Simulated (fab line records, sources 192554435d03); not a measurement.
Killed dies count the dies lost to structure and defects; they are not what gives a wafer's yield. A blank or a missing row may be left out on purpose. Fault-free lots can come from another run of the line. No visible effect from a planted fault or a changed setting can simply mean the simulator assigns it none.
Matching of chambers + flow n5-finfet + 4 sister chambers for N5_ILD0_LINER_00 on ald-sin-04
The step material SiNx, target thk 4 nm, pulse time 1 s, purge time 2 s. 4 wafers are shown with their chamber, then 8 later ones without.

== WAFERS WITH THEIR CHAMBER ==
| wafer  | chamber | heater-power-w (W) |
|--------|---------|--------------------|
| L080.5 | 1       | 700                |
| L083.2 | 3       | 772                |
| L083.6 | 2       | 706                |
| L084.1 | 0       | 814                |

== WAFERS MISSING THEIR CHAMBER ==
| wafer  | heater-power-w (W) |
|--------|--------------------|
| L084.2 | 693                |
| L084.3 | 798                |
| L096.1 | 821                |
| L096.4 | 705                |
| L096.5 | 714                |
| L097.2 | 832                |
| L097.4 | 725                |
| L097.5 | 725                |

== EACH ONE'S CHAMBER ==
| wafer  | from the rows above     | in truth                   |
|--------|-------------------------|----------------------------|
| L084.2 | can't be placed: 1 or 2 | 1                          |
| L084.3 | can't be placed: 0 or 3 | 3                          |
| L096.1 | 0                       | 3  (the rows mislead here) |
| L096.4 | can't be placed: 2 or 1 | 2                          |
| L096.5 | can't be placed: 2 or 1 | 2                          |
| L097.2 | 0                       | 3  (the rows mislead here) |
| L097.4 | can't be placed: 2 or 1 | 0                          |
| L097.5 | can't be placed: 2 or 1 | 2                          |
Placed correctly: 0 of 8. Cannot be placed on the basis of these rows: 6; the candidates contain the true chamber in 5. Wrongly placed: 2.
How it was worked out, from the rows above alone: a wafer's distance from a chamber is the root of the sum, over the readings, of the square of ((its reading less the chamber's mean) divided by the reading's scatter). If the next closest chamber is less than 2 further off than the closest, the wafer can't be placed; otherwise it belongs to the closest. The mean given for a chamber averages the wafers shown for that chamber. The scatter: with one shown wafer a chamber, the root of the mean of the squares of how far each hidden wafer lies from its nearest shown one.
